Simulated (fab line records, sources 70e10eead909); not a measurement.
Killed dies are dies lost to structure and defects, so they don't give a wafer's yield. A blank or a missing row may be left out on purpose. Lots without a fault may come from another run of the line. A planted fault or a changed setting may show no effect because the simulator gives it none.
Chamber matching | flow nand_harc | NHARC_A_SGD_CUT_ETCH_58 on rie_diel-09: 4 sister chambers
The step etches the open film in CF4, target depth 39 nm, time 65 s. 4 wafers are shown with their chamber, then 10 later ones without.

WAFERS WITH THEIR CHAMBER
wafer  | chamber | drypump_motor_current_A (A)
L081.3 | 1       | 5.71
L081.6 | 0       | 5.38
L082.1 | 3       | 5.56
L082.4 | 2       | 5.80

WAFERS WITHOUT THEIR CHAMBER
wafer  | drypump_motor_current_A (A)
L082.5 | 5.57
L082.2 | 5.38
L082.3 | 5.74
L082.6 | 5.36
L084.1 | 5.81
L084.2 | 5.66
L084.5 | 5.68
L090.2 | 5.80
L090.3 | 5.36
L090.6 | 5.69

WHICH CHAMBER EACH WENT THROUGH
wafer  | from the rows above     | in truth
L082.5 | 3                       | 3
L082.2 | 0                       | 0
L082.3 | can't be placed: 1 or 2 | 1
L082.6 | 0                       | 0
L084.1 | 2                       | 2
L084.2 | 1                       | 1
L084.5 | 1                       | 1
L090.2 | 2                       | 2
L090.3 | 0                       | 0
L090.6 | 1                       | 1
Placed correctly: 9 of 10. Can't be placed from these rows: 1 (the true chamber is among the candidates in 1). Placed wrongly: 0.
How it was worked out, from the rows above alone: a wafer's distance from a chamber is the root of the sum, over the readings, of the square of ((its reading less the chamber's mean) divided by the reading's scatter). The wafer belongs to the nearest chamber; if the next one is less than 2 further off, it can't be placed. A chamber's mean is the mean of its shown wafers. The scatter: with one shown wafer a chamber, the root of the mean of the squares of how far each hidden wafer lies from its nearest shown one.
